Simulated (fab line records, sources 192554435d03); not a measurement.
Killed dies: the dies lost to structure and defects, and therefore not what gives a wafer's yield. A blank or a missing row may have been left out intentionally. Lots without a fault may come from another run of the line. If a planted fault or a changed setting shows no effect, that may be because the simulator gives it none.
Chamber matching :: flow n5_finfet :: 3 sister chambers for N5_PASSIVATION_PECVD_55 on pecvd-01
The step deposits SiO2 from SiH4/N2O, target thk 400 nm, time 22.5 s. 3 wafers are shown with their chamber, then 9 later ones without.

WAFERS, EACH WITH ITS CHAMBER
wafer: L089.4
chamber: 0
throttle_valve_pct (%): 49.2

wafer: L089.5
chamber: 1
throttle_valve_pct (%): 51.6

wafer: L089.6
chamber: 2
throttle_valve_pct (%): 55.3

WAFERS MISSING THEIR CHAMBER
wafer: L090.3
throttle_valve_pct (%): 51.6

wafer: L090.4
throttle_valve_pct (%): 49.3

wafer: L090.5
throttle_valve_pct (%): 51.6

wafer: L095.1
throttle_valve_pct (%): 55.2

wafer: L095.2
throttle_valve_pct (%): 51.7

wafer: L095.3
throttle_valve_pct (%): 49.1

wafer: L096.2
throttle_valve_pct (%): 55.7

wafer: L096.3
throttle_valve_pct (%): 49.0

wafer: L096.4
throttle_valve_pct (%): 55.1

WHICH CHAMBER EACH ONE RAN IN
wafer: L090.3
from the rows above: 1
in truth: 1

wafer: L090.4
from the rows above: 0
in truth: 0

wafer: L090.5
from the rows above: 1
in truth: 1

wafer: L095.1
from the rows above: 2
in truth: 2

wafer: L095.2
from the rows above: 1
in truth: 1

wafer: L095.3
from the rows above: 0
in truth: 0

wafer: L096.2
from the rows above: 2
in truth: 2

wafer: L096.3
from the rows above: 0
in truth: 0

wafer: L096.4
from the rows above: 2
in truth: 2
Correctly placed: 9 of 9. Number that these rows cannot place: 0. Wrongly placed: 0.
How it was worked out, from the rows above alone: a wafer's distance from a chamber is the root of the sum, over the readings, of the square of ((its reading less the chamber's mean) divided by the reading's scatter). The wafer belongs to the nearest chamber; if the next one is less than 2 further off, it can't be placed. The mean given for a chamber averages the wafers shown for that chamber. The scatter (one wafer shown for each chamber): square how far every hidden wafer sits from the nearest shown wafer, average those squares and take the square root.
